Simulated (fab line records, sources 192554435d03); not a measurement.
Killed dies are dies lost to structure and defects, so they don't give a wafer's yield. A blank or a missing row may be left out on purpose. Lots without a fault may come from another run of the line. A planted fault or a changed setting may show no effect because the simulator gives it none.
Chamber matching | flow n5_finfet | N5_BEOL_M12_ETCH_59 on rie_diel-06: 4 sister chambers
The step etches BARC in N2/H2, target depth 89 nm, overetch 26.7 nm, time 67.9 s. 4 wafers are shown with their chamber, then 10 later ones without.

WAFERS WITH THEIR CHAMBER
wafer  | chamber | drypump_motor_current_A (A)
L082.3 | 3       | 5.4
L082.4 | 0       | 6.2
L086.2 | 2       | 5.7
L086.3 | 1       | 6.5

WAFERS WITHOUT THEIR CHAMBER
wafer  | drypump_motor_current_A (A)
L086.6 | 6.5
L089.1 | 5.7
L089.2 | 5.4
L089.6 | 5.7
L093.2 | 5.7
L093.5 | 6.6
L093.6 | 6.2
L095.3 | 5.4
L095.5 | 5.7
L095.6 | 5.4

WHICH CHAMBER EACH WENT THROUGH
wafer  | from the rows above | in truth
L086.6 | 1                   | 1
L089.1 | 2                   | 2
L089.2 | 3                   | 3
L089.6 | 2                   | 2
L093.2 | 2                   | 2
L093.5 | 1                   | 1
L093.6 | 0                   | 0
L095.3 | 3                   | 3
L095.5 | 2                   | 2
L095.6 | 3                   | 3
Placed correctly: 10 of 10. Can't be placed from these rows: 0. Placed wrongly: 0.
How it was worked out, from the rows above alone: a wafer's distance from a chamber is the root of the sum, over the readings, of the square of ((its reading less the chamber's mean) divided by the reading's scatter). The wafer belongs to the nearest chamber; if the next one is less than 2 further off, it can't be placed. A chamber's mean is the mean of its shown wafers. The scatter: with one shown wafer a chamber, the root of the mean of the squares of how far each hidden wafer lies from its nearest shown one.
